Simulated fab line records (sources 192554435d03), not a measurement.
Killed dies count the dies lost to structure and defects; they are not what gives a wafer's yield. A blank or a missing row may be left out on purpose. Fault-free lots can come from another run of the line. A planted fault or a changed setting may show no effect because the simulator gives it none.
fab line records	flow n5-finfet	part 1 of 2: steps 1 to 22 of 34
record: lots: 5	wafers: 15	last-day: 17
route steps=1938 shown BEOL_M15@1773
lots untouched by any fault: they come from a run of this same line in which no faults occurred
start-h: hours from the record's first day to the start of the lot's first wafer shown	wait-h: how many hours have passed since the lot's step before this one	" as in the row above	L1.1+2: several wafers, shown together as one row	- no value present, or no start provided	* or withheld: withheld	< > ~ a bound
route shown NAME@n: NAME is a module with steps in the file, n the number in the route of the first one	usual: mean/standard deviation of fault-free wafers	same: alike in all rows	chamber/n: place in a boat	sites: the reading at each site	_std_site: standard deviation of those values	_edge_site: the outer-site mean with the inner-site mean subtracted	radius-mm: for every site, how far away it sits from the centre of the wafer	mask NAME#n: copy n	behind: the most recent tool/chamber to have shaped the wafer	hold: the reason the lot was held/the length of the hold in hours/how it ended	device: the n, p or np transistor that did not switch	end of line: tests of these same wafers at the route's end	a step without rows: its recipe alone	killed: dies lost to structure and defects at the first sort, not the wafer's yield	map: per-die view of a wafer (x killed, . not killed, _ where there is no die)
set.NAME: the setting as run; set.NAME@STEP: as run at that earlier step	model.NAME: the simulator's own value behind a step, which no gauge read
lots seen at some steps along the route; tables by step, rows by wafer
services: from which hour (start-h, from the record's first day; less than 0 if before it) a tool's chamber was out of use, for how many hours, and why
== steps ==
step: N5_BEOL_M15_ILD_DEP_00
recipe: material: SiO2	target-thk-a: 16293	temp-c: 400	precursor: TEOS/O2	pressure-torr: 6.5	rf-w: 900	teos-flow-sccm: 161.4	gas: O2	flow-sccm: 2650	time-s: 346.1
usual: heater-power-w: 516/110	rf-fwd-power-W: 898.2/2.9	showerhead-plenum-p-Torr: 8.36/0.032	throttle-valve-pct: 19.1/1.3
lot.wafer	tool	chamber	start-h	wait-h	heater-power-w	rf-fwd-power-W	showerhead-plenum-p-Torr	throttle-valve-pct
L080.2	pecvd-02	2	308.31	0.0	343	895.8	8.34	17.8
L080.4	"	0	"	"	508	895.2	8.36	18.0
L080.5	"	1	"	"	520	900.2	8.36	18.6
L082.3	pecvd-02	2	311.51	0.0	414	894.9	8.36	17.7
L082.5	"	2	"	"	328	897.8	8.35	18.0
L082.6	"	1	"	"	531	899.2	8.35	19.1
L087.2	pecvd-03	2	359.55	0.0	404	898.2	8.38	17.9
L087.4	"	0	"	"	446	892.6	8.31	17.9
L087.5	"	2	"	"	313	897.0	8.35	18.0
L089.1	pecvd-02	0	367.35	0.0	646	900.8	8.37	17.9
L089.5	"	0	"	"	501	895.4	8.34	18.0
L089.6	"	1	"	"	514	898.9	8.35	18.5
L090.2	pecvd-04	0	378.00	0.0	423	895.3	8.34	19.1
L090.3	"	1	"	"	497	902.2	8.43	21.7
L090.6	"	1	"	"	375	901.1	8.42	22.1
step: N5_BEOL_M15_THK_MEAS_01
recipe: reads: SiO2_of_BEOL_M15_ILD_DEP_00
usual: M15_ILD_THK: 1633/25
lot.wafer	tool	chamber	start-h	wait-h	M15_ILD_THK[nm]
L080.2	film-metro-01	-	308.56	0.1	1594
L080.4	"	-	"	"	1620
L080.5	"	-	"	"	1615
L082.3	film-metro-01	-	311.77	0.1	1605
L082.5	"	-	"	"	1640
L082.6	"	-	"	"	1615
L087.2	film-metro-01	-	359.80	0.1	1625
L087.4	"	-	"	"	1655
L087.5	"	-	"	"	1637
L089.1	film-metro-01	-	367.60	0.1	1643
L089.5	"	-	"	"	1622
L089.6	"	-	"	"	1632
L090.2	film-metro-02	-	378.25	0.1	1618
L090.3	"	-	"	"	1644
L090.6	"	-	"	"	1663
step: N5_BEOL_M15_COAT_58
recipe: resist: BARC	temp-c: 205	time-s: 60	spin-rpm: 1500	resist-thk-nm: 89
usual: plate-temp-C: 205.03/0.15
lot.wafer	tool	chamber	start-h	wait-h	plate-temp-C
L080.2	litho-track-04	0	308.59	0.0	204.88
L080.4	"	0	"	"	204.95
L080.5	"	0	"	"	205.11
L082.3	litho-track-04	0	311.80	0.0	205.09
L082.5	"	0	"	"	205.16
L082.6	"	0	"	"	204.96
L087.2	litho-track-02	0	359.83	0.0	205.33
L087.4	"	0	"	"	205.00
L087.5	"	0	"	"	204.96
L089.1	litho-track-03	0	367.63	0.0	205.24
L089.5	"	0	"	"	205.04
L089.6	"	0	"	"	204.98
L090.2	litho-track-04	0	378.28	0.0	205.08
L090.3	"	0	"	"	205.17
L090.6	"	0	"	"	205.23
step: N5_BEOL_M15_COAT_04
recipe: spin-rpm: 1704	resist-thk-nm: 800
lot.wafer	tool	chamber	start-h	wait-h
L080.2+4+5	litho-track-04	0	-	-
L082.3+5+6	litho-track-04	0	-	-
L087.2+4+5	litho-track-02	0	-	-
L089.1+5+6	litho-track-03	0	-	-
L090.2+3+6	litho-track-04	0	-	-
step: N5_BEOL_M15_EBR_06
recipe: solvent: PGMEA	ebr-width-mm: 1.5
same: ebr-width-mm: 1.5
lot.wafer	tool	chamber	start-h	wait-h
L080.2+4+5	litho-track-04	0	-	-
L082.3+5+6	litho-track-04	0	-	-
L087.2+4+5	litho-track-02	0	-	-
L089.1+5+6	litho-track-03	0	-	-
L090.2+3+6	litho-track-04	0	-	-
step: N5_BEOL_M15_SOFTBAKE_05
recipe: temp-c: 130	time-s: 60
usual: plate-temp-C: 129.99/0.12
lot.wafer	tool	chamber	start-h	wait-h	plate-temp-C
L080.2	litho-track-04	0	-	-	130.13
L080.4	"	0	"	"	130.03
L080.5	"	0	"	"	129.95
L082.3	litho-track-04	0	-	-	129.78
L082.5	"	0	"	"	130.15
L082.6	"	0	"	"	129.87
L087.2	litho-track-02	0	-	-	130.03
L087.4	"	0	"	"	130.03
L087.5	"	0	"	"	130.12
L089.1	litho-track-03	0	-	-	130.06
L089.5	"	0	"	"	129.98
L089.6	"	0	"	"	129.99
L090.2	litho-track-04	0	-	-	130.20
L090.3	"	0	"	"	130.00
L090.6	"	0	"	"	129.90
step: N5_BEOL_M15_EXPOSE_07
recipe: mask-id: V14	na: 0.8	source-shape: annular	sigma-inner: 0.5	sigma-outer: 0.8	polarization: unpolarized	attpsm-phase-deg: 180	dose-mj: 41.25
lot.wafer	tool	chamber	start-h	wait-h	mask
L080.2+4+5	krf-scanner-01	0	308.82	-	V14#0
L082.3+5+6	krf-scanner-01	0	311.91	-	V14#0
L087.2+4+5	krf-scanner-01	0	359.93	-	V14#0
L089.1+5+6	krf-scanner-02	0	367.73	-	V14#0
L090.2+3+6	krf-scanner-01	0	378.38	-	V14#0
step: N5_BEOL_M15_PEB_08
recipe: peb-temp-c: 130	peb-time-s: 90
usual: plate-temp-C: 130.02/0.15
lot.wafer	tool	chamber	start-h	wait-h	plate-temp-C
L080.2	litho-track-04	0	308.88	0.0	129.81
L080.4	"	0	"	"	129.83
L080.5	"	0	"	"	129.98
L082.3	litho-track-04	0	311.95	0.0	130.17
L082.5	"	0	"	"	130.24
L082.6	"	0	"	"	130.06
L087.2	litho-track-02	0	359.98	0.0	129.94
L087.4	"	0	"	"	130.13
L087.5	"	0	"	"	130.27
L089.1	litho-track-04	0	367.79	0.1	129.98
L089.5	"	0	"	"	130.04
L089.6	"	0	"	"	130.24
L090.2	litho-track-03	0	378.43	0.0	129.82
L090.3	"	0	"	"	129.97
L090.6	"	0	"	"	130.03
step: N5_BEOL_M15_DEVELOP_09
recipe: develop-time-s: 45	rinse-liquid: diw	dry: air-spin	dev-temp-c: 21
lot.wafer	tool	chamber	start-h	wait-h
L080.2+4+5	litho-track-04	0	-	-
L082.3+5+6	litho-track-04	0	-	-
L087.2+4+5	litho-track-02	0	-	-
L089.1+5+6	litho-track-04	0	-	-
L090.2+3+6	litho-track-03	0	-	-
step: N5_BEOL_M15_HARDBAKE_14
recipe: temp-c: 130	time-s: 120
usual: plate-temp-C: 129.99/0.13
lot.wafer	tool	chamber	start-h	wait-h	plate-temp-C
L080.2	litho-track-04	0	-	-	130.16
L080.4	"	0	"	"	130.09
L080.5	"	0	"	"	130.00
L082.3	litho-track-04	0	-	-	130.11
L082.5	"	0	"	"	129.86
L082.6	"	0	"	"	130.07
L087.2	litho-track-02	0	-	-	129.99
L087.4	"	0	"	"	129.99
L087.5	"	0	"	"	130.00
L089.1	litho-track-04	0	-	-	130.29
L089.5	"	0	"	"	130.30
L089.6	"	0	"	"	130.00
L090.2	litho-track-03	0	-	-	130.13
L090.3	"	0	"	"	130.18
L090.6	"	0	"	"	130.19
step: N5_BEOL_M15_CD_MEAS_10
recipe: target-cd-nm: 360	landing-energy-ev: 500	detector: se-inlens	polarity: opening
usual: cd-nm: 359.7/2.2
same: landing-energy-ev: 500
lot.wafer	tool	chamber	start-h	wait-h	cd-nm
L080.2	cd-sem-02	0	308.99	-	361.5
L080.4	"	0	"	"	358.7
L080.5	"	0	"	"	358.4
L082.3	cd-sem-01	0	312.07	-	358.5
L082.5	"	0	"	"	359.8
L082.6	"	0	"	"	358.1
L087.2	cd-sem-01	0	360.10	-	356.0
L087.4	"	0	"	"	358.2
L087.5	"	0	"	"	356.9
L089.1	cd-sem-02	0	367.90	-	360.7
L089.5	"	0	"	"	359.5
L089.6	"	0	"	"	359.9
L090.2	cd-sem-02	0	378.55	-	358.0
L090.3	"	0	"	"	359.5
L090.6	"	0	"	"	359.2
step: N5_BEOL_M15_OVL_MEAS_11
recipe: points-per-wafer: 44
usual: V14_OVL: 4/6.4
lot.wafer	tool	chamber	start-h	wait-h	V14_OVL[nm]
L080.2	overlay-01	0	309.02	0.0	8
L080.4	"	0	"	"	11
L080.5	"	0	"	"	3
L082.3	overlay-02	0	312.10	0.0	3
L082.5	"	0	"	"	10
L082.6	"	0	"	"	7
L087.2	overlay-01	0	360.13	0.0	3
L087.4	"	0	"	"	9
L087.5	"	0	"	"	0
L089.1	overlay-01	0	367.93	0.0	5
L089.5	"	0	"	"	8
L089.6	"	0	"	"	2
L090.2	overlay-01	0	378.58	0.0	-3
L090.3	"	0	"	"	0
L090.6	"	0	"	"	-3
step: N5_BEOL_M15_INSPECT_12
recipe: mode: adi	inspect-instrument: macro
usual: raw-defect-count: 2.0/1.5
lot.wafer	tool	chamber	start-h	wait-h	raw-defect-count
L080.2	defect-inspect-02	-	309.04	0.0	0
L080.4	"	-	"	"	2
L080.5	"	-	"	"	4
L082.3	defect-inspect-01	-	312.12	0.0	1
L082.5	"	-	"	"	2
L082.6	"	-	"	"	0
L087.2	defect-inspect-01	-	360.15	0.0	1
L087.4	"	-	"	"	1
L087.5	"	-	"	"	0
L089.1	defect-inspect-02	-	367.96	0.0	4
L089.5	"	-	"	"	0
L089.6	"	-	"	"	1
L090.2	defect-inspect-02	-	378.60	0.0	0
L090.3	"	-	"	"	2
L090.6	"	-	"	"	0
step: N5_BEOL_M15_DESCUM_15
recipe: chemistry: O2	time-s: 7.9	source-power-w: 50	bias-power-w: 20	pressure-mtorr: 20	rf-frequency-hz: 2.712e+07	temp-c: 40	o2-flow-sccm: 225
usual: drypump-motor-current-A: 5.8/0.37	oes-product-au: 0.83/0.08	rf-fwd-power-W: 49.27/0.24	rf-vpp-V: 244.0/1.2	showerhead-plenum-p-Torr: 2.14/0.07	throttle-valve-pct: 20.41/0.23
lot.wafer	tool	chamber	start-h	wait-h	drypump-motor-current-A	oes-product-au	rf-fwd-power-W	rf-hours-counter-h	rf-vpp-V	showerhead-plenum-p-Torr	throttle-valve-pct
L080.2	rie-diel-04	0	309.08	0.0	6.3	0.94	49.13	16	244.9	2.25	20.54
L080.4	"	3	"	"	5.4	0.81	48.78	102	242.6	2.11	20.20
L080.5	"	3	"	"	5.4	0.80	48.98	-	242.9	2.11	20.20
L082.3	rie-diel-02	0	312.62	0.5	6.5	0.97	49.16	10	245.0	2.21	20.09
L082.5	"	1	"	"	5.9	0.71	49.01	-	242.9	2.07	20.70
L082.6	"	2	"	"	5.2	0.86	49.26	-	243.5	2.12	20.40
L087.2	rie-diel-04	1	360.19	0.0	5.8	0.92	49.56	22	243.8	2.04	20.17
L087.4	"	3	"	"	5.4	0.78	49.03	116	244.7	2.11	20.22
L087.5	"	0	"	"	6.3	0.91	49.50	-	245.5	2.24	20.53
L089.1	rie-diel-02	2	367.99	0.0	5.3	0.83	49.15	84	245.0	2.11	20.42
L089.5	"	2	"	"	5.2	0.84	49.15	-	244.3	2.11	20.43
L089.6	"	1	"	"	5.9	0.70	49.18	-	242.3	2.07	20.72
L090.2	rie-diel-02	2	378.64	0.0	5.2	0.82	49.61	87	243.0	2.11	20.44
L090.3	"	0	"	"	6.5	0.92	48.83	29	246.0	2.21	20.11
L090.6	"	3	"	"	5.9	0.81	49.09	-	243.9	2.13	20.49
step: N5_BEOL_M15_ETCH_59
recipe: chemistry: N2/H2	target: BARC	target-depth-a: 890	overetch-a: 267	time-s: 67.9	ion-energy-ev: 200	pressure-mtorr: 30	source-w: 840	bias-w: 150	n2-flow-sccm: 200	h2-flow-sccm: 200
usual: drypump-motor-current-A: 5.8/0.37	oes-product-au: 0.70/0.065	rf-fwd-power-W: 831/3.5	rf-vpp-V: 525.4/2.3	showerhead-plenum-p-Torr: 2.60/0.077	throttle-valve-pct: 17.88/0.22
lot.wafer	tool	chamber	start-h	wait-h	drypump-motor-current-A	oes-product-au	rf-fwd-power-W	rf-hours-counter-h	rf-vpp-V	showerhead-plenum-p-Torr	throttle-valve-pct
L080.2	rie-diel-04	0	309.11	0.0	6.3	0.79	829	16	528.4	2.72	17.86
L080.4	"	3	"	"	5.4	0.68	822	102	523.8	2.58	17.77
L080.5	"	3	"	"	5.4	0.67	826	-	524.7	2.57	17.78
L082.3	rie-diel-02	0	312.65	0.0	6.5	0.80	829	10	528.4	2.70	17.66
L082.5	"	1	"	"	5.9	0.62	832	-	524.2	2.53	18.29
L082.6	"	2	"	"	5.2	0.74	831	-	526.1	2.58	17.92
L087.2	rie-diel-04	1	360.22	0.0	5.8	0.79	831	22	522.2	2.50	17.76
L087.4	"	3	"	"	5.4	0.66	828	116	526.0	2.57	17.79
L087.5	"	0	"	"	6.3	0.77	833	-	528.6	2.71	17.90
L089.1	rie-diel-02	2	368.02	0.0	5.3	0.71	834	84	523.7	2.57	17.95
L089.5	"	2	"	"	5.3	0.72	835	-	523.4	2.57	17.95
L089.6	"	1	"	"	5.9	0.61	829	-	522.6	2.52	18.29
L090.2	rie-diel-02	2	378.67	0.0	5.2	0.71	828	87	525.2	2.57	17.95
L090.3	"	0	"	"	6.5	0.76	831	29	529.4	2.69	17.74
L090.6	"	3	"	"	5.9	0.69	832	-	524.5	2.57	17.89
step: N5_BEOL_M15_VIA_ETCH_16
recipe: chemistry: C4F8/O2/Ar	target: SiO2	he-inner-torr: 15	he-outer-torr: 30	target-depth-a: 17922	time-s: withheld	ion-energy-ev: 800	pressure-mtorr: 20	source-w: 1905	bias-w: 2040	Ar_flow_sccm: 400	C4F8_flow_sccm: 16	O2_flow_sccm: 12	ends: cleared
usual: drypump-motor-current-A: 5.8/0.36	oes-product-au: 0.74/0.073	rf-fwd-power-W: 1901/5.9	rf-vpp-V: 2238/42	showerhead-plenum-p-Torr: 3.51/0.092	throttle-valve-pct: 30.93/0.23
lot.wafer	tool	chamber	start-h	wait-h	drypump-motor-current-A	oes-product-au	rf-fwd-power-W	rf-vpp-V	showerhead-plenum-p-Torr	throttle-valve-pct
L080.2	rie-diel-04	0	309.16	0.0	6.3	0.85	1902	2296	3.64	30.94
L080.4	"	3	"	"	5.4	0.72	1893	2223	3.49	30.85
L080.5	"	3	"	"	5.4	0.73	1895	2223	3.49	30.86
L082.3	rie-diel-02	0	312.70	0.0	6.5	0.87	1899	2261	3.65	30.77
L082.5	"	1	"	"	5.9	0.64	1894	2246	3.42	31.24
L082.6	"	2	"	"	5.3	0.77	1897	2247	3.49	30.95
L087.2	rie-diel-04	1	360.27	0.0	5.8	0.83	1911	2175	3.39	30.87
L087.4	"	3	"	"	5.5	0.71	1889	2223	3.48	30.89
L087.5	"	0	"	"	6.4	0.81	1892	2295	3.63	30.92
L089.1	rie-diel-02	2	368.08	0.0	5.3	0.74	1892	2244	3.48	30.96
L089.5	"	2	"	"	5.3	0.74	1893	2244	3.48	30.94
L089.6	"	1	"	"	5.9	0.62	1899	2246	3.41	31.24
L090.2	rie-diel-02	2	378.72	0.0	5.2	0.74	1885	2245	3.48	30.95
L090.3	"	0	"	"	6.5	0.83	1901	2261	3.64	30.79
L090.6	"	3	"	"	5.9	0.72	1904	2156	3.49	30.94
step: N5_BEOL_M15_STRIP_63
recipe: chemistry: O2	power-w: 600	temp-c: 60	pressure-mtorr: 30	rf-frequency-hz: 6e+07	bias-power-w: 0	overash-fraction: 0.3	o2-flow-sccm: 225
usual: drypump-motor-current-A: 5.8/0.37	oes-product-au: 0.83/0.08	rf-vpp-V: 3.7/0.77	showerhead-plenum-p-Torr: 2.15/0.07	throttle-valve-pct: 16.63/0.22
lot.wafer	tool	chamber	start-h	wait-h	drypump-motor-current-A	oes-product-au	rf-hours-counter-h	rf-vpp-V	showerhead-plenum-p-Torr	throttle-valve-pct
L080.2	rie-diel-04	0	-	-	6.3	0.93	16	1.6	2.25	16.68
L080.4	"	3	"	"	5.4	0.79	102	3.1	2.12	16.39
L080.5	"	3	"	"	5.5	0.80	-	3.9	2.12	16.39
L082.3	rie-diel-02	0	-	-	6.5	0.96	10	3.9	2.22	16.32
L082.5	"	1	"	"	5.9	0.71	-	2.9	2.08	16.95
L082.6	"	2	"	"	5.2	0.86	-	3.5	2.12	16.60
L087.2	rie-diel-04	1	-	-	5.8	0.92	22	3.8	2.04	16.41
L087.4	"	3	"	"	5.4	0.78	117	4.7	2.11	16.44
L087.5	"	0	"	"	6.3	0.91	-	4.5	2.25	16.70
L089.1	rie-diel-02	2	-	-	5.2	0.84	84	3.4	2.12	16.68
L089.5	"	2	"	"	5.2	0.84	-	2.7	2.12	16.68
L089.6	"	1	"	"	5.9	0.69	-	3.2	2.07	16.96
L090.2	rie-diel-02	2	-	-	5.2	0.83	87	5.0	2.12	16.66
L090.3	"	0	"	"	6.6	0.91	30	3.6	2.21	16.36
L090.6	"	3	"	"	5.9	0.82	-	2.9	2.13	16.73
step: N5_BEOL_M15_STRIP_64
recipe: chemistry: O2	power-w: 600	temp-c: 60	pressure-mtorr: 30	rf-frequency-hz: 6e+07	bias-power-w: 0	overash-fraction: 0.3	o2-flow-sccm: 225
usual: drypump-motor-current-A: 5.8/0.36	oes-product-au: 0.82/0.079	rf-vpp-V: 3.6/0.52	showerhead-plenum-p-Torr: 2.15/0.069	throttle-valve-pct: 16.63/0.22
lot.wafer	tool	chamber	start-h	wait-h	drypump-motor-current-A	oes-product-au	rf-hours-counter-h	rf-vpp-V	showerhead-plenum-p-Torr	throttle-valve-pct
L080.2	rie-diel-04	0	-	-	6.3	0.93	16	3.8	2.25	16.68
L080.4	"	3	"	"	5.4	0.80	102	3.6	2.12	16.42
L080.5	"	3	"	"	5.5	0.80	-	3.2	2.12	16.42
L082.3	rie-diel-02	0	-	-	6.5	0.96	10	3.5	2.22	16.32
L082.5	"	1	"	"	5.9	0.71	-	3.7	2.08	16.93
L082.6	"	2	"	"	5.2	0.84	-	4.2	2.12	16.63
L087.2	rie-diel-04	1	-	-	5.8	0.92	22	5.1	2.04	16.40
L087.4	"	3	"	"	5.4	0.77	117	3.4	2.11	16.46
L087.5	"	0	"	"	6.3	0.90	-	3.1	2.25	16.71
L089.1	rie-diel-02	2	-	-	5.2	0.83	84	3.6	2.12	16.65
L089.5	"	2	"	"	5.2	0.83	-	3.6	2.12	16.65
L089.6	"	1	"	"	5.9	0.70	-	3.4	2.07	16.98
L090.2	rie-diel-02	2	-	-	5.2	0.83	87	3.6	2.12	16.67
L090.3	"	0	"	"	6.5	0.91	30	3.9	2.21	16.37
L090.6	"	3	"	"	5.9	0.82	-	3.9	2.13	16.74
step: N5_BEOL_M15_STRIP_65
recipe: chemistry: post-etch-residue-remover	time-s: 60	temp-c: 25	remover-ph: withheld	remover-water-wt-pct: withheld	remover-fluoride-wt-pct: withheld
lot.wafer	tool	chamber	start-h	wait-h
L080.2+4+5	wet-bench-03	4,6,1	309.52	-
L082.3+5+6	wet-bench-03	7,6,4	313.05	-
L087.2+4+5	wet-bench-04	4,3,2	360.62	-
L089.1+5+6	wet-bench-04	6,2,1	368.43	-
L090.2+3+6	wet-bench-04	2,4,0	379.07	-
step: N5_BEOL_M15_SRD_66
recipe: time-s: 30	temp-c: 23	rinse-liquid: diw	dry: n2-spin	spin-rpm: 1500	dry-time-s: 30
lot.wafer	tool	chamber	start-h	wait-h
L080.2+4+5	wet-bench-03	4,6,1	309.55	0.0
L082.3+5+6	wet-bench-03	7,6,4	313.07	0.0
L087.2+4+5	wet-bench-04	4,3,2	360.64	0.0
L089.1+5+6	wet-bench-04	6,2,1	368.45	0.0
L090.2+3+6	wet-bench-04	2,4,0	379.10	0.0
step: N5_BEOL_M15_CD_MEAS_17
recipe: target-cd-nm: 360	polarity: opening
usual: cd-nm: 361.1/2.4
lot.wafer	tool	chamber	start-h	wait-h	cd-nm
L080.2	cd-sem-02	-	309.61	0.0	362.3
L080.4	"	-	"	"	361.5
L080.5	"	-	"	"	360.4
L082.3	cd-sem-03	-	313.12	0.0	360.2
L082.5	"	-	"	"	360.6
L082.6	"	-	"	"	358.1
L087.2	cd-sem-02	-	360.69	0.0	359.0
L087.4	"	-	"	"	360.9
L087.5	"	-	"	"	357.6
L089.1	cd-sem-03	-	368.49	0.0	361.3
L089.5	"	-	"	"	360.9
L089.6	"	-	"	"	359.1
L090.2	cd-sem-01	-	379.14	0.0	358.6
L090.3	"	-	"	"	361.7
L090.6	"	-	"	"	362.4
step: N5_BEOL_M15_COAT_56
recipe: resist: SOC	temp-c: 250	time-s: 60	spin-rpm: 1500	resist-thk-nm: 550
usual: plate-temp-C: 249.97/0.18
lot.wafer	tool	chamber	start-h	wait-h	plate-temp-C
L080.2	litho-track-03	0	309.65	0.0	250.08
L080.4	"	0	"	"	250.06
L080.5	"	0	"	"	250.15
L082.3	litho-track-04	0	313.16	0.0	249.61
L082.5	"	0	"	"	249.54
L082.6	"	0	"	"	249.68
L087.2	litho-track-02	0	360.72	0.0	250.19
L087.4	"	0	"	"	249.91
L087.5	"	0	"	"	249.89
L089.1	litho-track-04	0	368.52	0.0	250.18
L089.5	"	0	"	"	250.00
L089.6	"	0	"	"	249.96
L090.2	litho-track-02	0	379.18	0.0	249.93
L090.3	"	0	"	"	250.00
L090.6	"	0	"	"	250.11
